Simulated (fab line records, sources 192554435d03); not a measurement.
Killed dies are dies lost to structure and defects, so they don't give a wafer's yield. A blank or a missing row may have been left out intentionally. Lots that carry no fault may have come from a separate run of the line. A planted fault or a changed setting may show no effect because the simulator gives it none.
Matching of chambers | flow n5Finfet | N5_SDB_STRIP_21 on rieDiel-01: 4 sister chambers
The step strips in CF4. 18 wafers are shown with their chamber, then 9 later ones without.

## WAFERS PAIRED WITH THEIR CHAMBERS
wafer  | chamber | drypumpMotorCurrentA (A) | throttleValvePct (%) | showerheadPlenumPTorr (Torr)
L075.3 | 0       | 6.5                      | 13.23                | 1.83
L075.4 | 1       | 5.7                      | 13.50                | 1.72
L075.6 | 2       | 5.1                      | 14.10                | 1.72
L078.2 | 3       | 5.7                      | 13.54                | 1.86
L078.3 | 0       | 6.5                      | 13.22                | 1.83
L078.5 | 3       | 5.7                      | 13.56                | 1.86
L082.1 | 3       | 5.7                      | 13.57                | 1.86
L082.2 | 2       | 5.0                      | 14.10                | 1.72
L082.6 | 0       | 6.6                      | 13.25                | 1.83
L087.1 | 3       | 5.7                      | 13.59                | 1.85
L087.2 | 0       | 6.5                      | 13.29                | 1.82
L087.3 | 1       | 5.7                      | 13.57                | 1.72
L087.4 | 0       | 6.5                      | 13.29                | 1.82
L087.5 | 1       | 5.8                      | 13.58                | 1.72
L087.6 | 3       | 5.7                      | 13.60                | 1.85
L089.1 | 3       | 5.7                      | 13.61                | 1.85
L089.2 | 2       | 5.0                      | 13.54                | 1.93
L089.3 | 0       | 6.5                      | 13.28                | 1.82

SIGNATURES, as means of the wafers listed above
reading               | chamber 0 | chamber 1 | chamber 2 | chamber 3 | scatter within a chamber
drypumpMotorCurrentA  | 6.517     | 5.733     | 5.033     | 5.700     | 0.0393
throttleValvePct      | 13.2600   | 13.5500   | 13.9133   | 13.5783   | 0.126
showerheadPlenumPTorr | 1.8250    | 1.7200    | 1.7900    | 1.8550    | 0.0461
Rule: a wafer's distance from a chamber is the root of the sum, over the readings, of the square of ((its reading less the chamber's mean) divided by the reading's scatter). The wafer belongs to the nearest chamber; if the next one is less than 2 further off, it can't be placed. How the scatter is found: for the shown wafers, subtract from each reading the mean of its chamber, square and add these, divide the total by (wafers less chambers), then take the root.

## WAFERS WITH NO CHAMBER GIVEN
wafer  | drypumpMotorCurrentA (A) | throttleValvePct (%) | showerheadPlenumPTorr (Torr)
L089.4 | 5.8                      | 13.56                | 1.72
L089.5 | 5.0                      | 13.56                | 1.93
L089.6 | 5.7                      | 13.62                | 1.85
L090.4 | 5.0                      | 13.55                | 1.93
L090.5 | 5.6                      | 13.61                | 1.85
L090.6 | 5.1                      | 13.55                | 1.93
L092.2 | 5.1                      | 13.56                | 1.93
L092.4 | 5.8                      | 13.58                | 1.71
L092.5 | 5.1                      | 13.57                | 1.93

## THE CHAMBER EACH PASSED THROUGH
wafer  | from the rows above     | in truth
L089.4 | 1                       | 1
L089.5 | 2                       | 2
L089.6 | 3                       | 3
L090.4 | 2                       | 2
L090.5 | can't be placed: 3 or 1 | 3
L090.6 | 2                       | 2
L092.2 | 2                       | 2
L092.4 | 1                       | 1
L092.5 | 2                       | 2
8 of 9 placed correctly. From these rows, 1 cannot be placed; in 1 the true chamber is one of the candidates. Wrongly placed: 0.
